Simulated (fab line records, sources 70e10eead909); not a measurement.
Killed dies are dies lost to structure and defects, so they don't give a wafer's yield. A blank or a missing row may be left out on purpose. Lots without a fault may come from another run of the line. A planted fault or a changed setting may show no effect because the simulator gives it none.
Chamber matching | flow nand_harc | NHARC_A_STAIRCASE_TRIM_220 on rie_diel-01: 4 sister chambers
The step chemistry O2, time 211.2 s. 14 wafers are shown with their chamber, then 7 later ones without.

WAFERS WITH THEIR CHAMBER
wafer  | chamber | showerhead_plenum_p_Torr (Torr) | rf_vpp_V (V) | oes_product_au (a.u.)
L075.2 | 3       | 3.36                            | 57.9         | 1.009
L075.4 | 2       | 3.50                            | 57.2         | 1.013
L075.5 | 1       | 3.68                            | 56.9         | 1.003
L081.1 | 0       | 3.57                            | 58.0         | 0.999
L081.4 | 3       | 3.35                            | 57.2         | 1.006
L081.6 | 2       | 3.49                            | 57.2         | 0.994
L083.1 | 2       | 3.49                            | 56.4         | 0.978
L083.4 | 3       | 3.35                            | 56.8         | 1.017
L083.5 | 0       | 3.57                            | 58.7         | 0.999
L085.1 | 1       | 3.65                            | 57.4         | 1.010
L085.4 | 3       | 3.34                            | 58.0         | 1.010
L085.6 | 3       | 3.34                            | 57.5         | 1.003
L084.1 | 3       | 3.34                            | 57.6         | 1.005
L084.3 | 0       | 3.56                            | 59.2         | 1.010

SIGNATURES (means of the wafers above)
reading                  | chamber 0 | chamber 1 | chamber 2 | chamber 3 | scatter within a chamber
showerhead_plenum_p_Torr | 3.5667    | 3.6650    | 3.4933    | 3.3467    | 0.00957
rf_vpp_V                 | 58.633    | 57.150    | 56.933    | 57.500    | 0.477
oes_product_au           | 1.00267   | 1.00650   | 0.99500   | 1.00833   | 0.00918
Rule: a wafer's distance from a chamber is the root of the sum, over the readings, of the square of ((its reading less the chamber's mean) divided by the reading's scatter). The wafer belongs to the nearest chamber; if the next one is less than 2 further off, it can't be placed. The scatter: the root of (the sum of the squares of (reading less its chamber's mean) over the shown wafers, divided by (wafers less chambers)).

WAFERS WITHOUT THEIR CHAMBER
wafer  | showerhead_plenum_p_Torr (Torr) | rf_vpp_V (V) | oes_product_au (a.u.)
L084.6 | 3.49                            | 57.1         | 0.993
L091.4 | 3.64                            | 57.0         | 1.014
L091.5 | 3.33                            | 57.9         | 1.006
L091.6 | 3.48                            | 56.0         | 1.005
L096.2 | 3.47                            | 58.6         | 0.987
L096.5 | 3.54                            | 57.8         | 1.015
L096.6 | 3.32                            | 59.2         | 0.992

WHICH CHAMBER EACH WENT THROUGH
wafer  | from the rows above | in truth
L084.6 | 2                   | 2
L091.4 | 1                   | 1
L091.5 | 3                   | 3
L091.6 | 2                   | 2
L096.2 | 2                   | 2
L096.5 | 0                   | 0
L096.6 | 3                   | 3
Placed correctly: 7 of 7. Can't be placed from these rows: 0. Placed wrongly: 0.
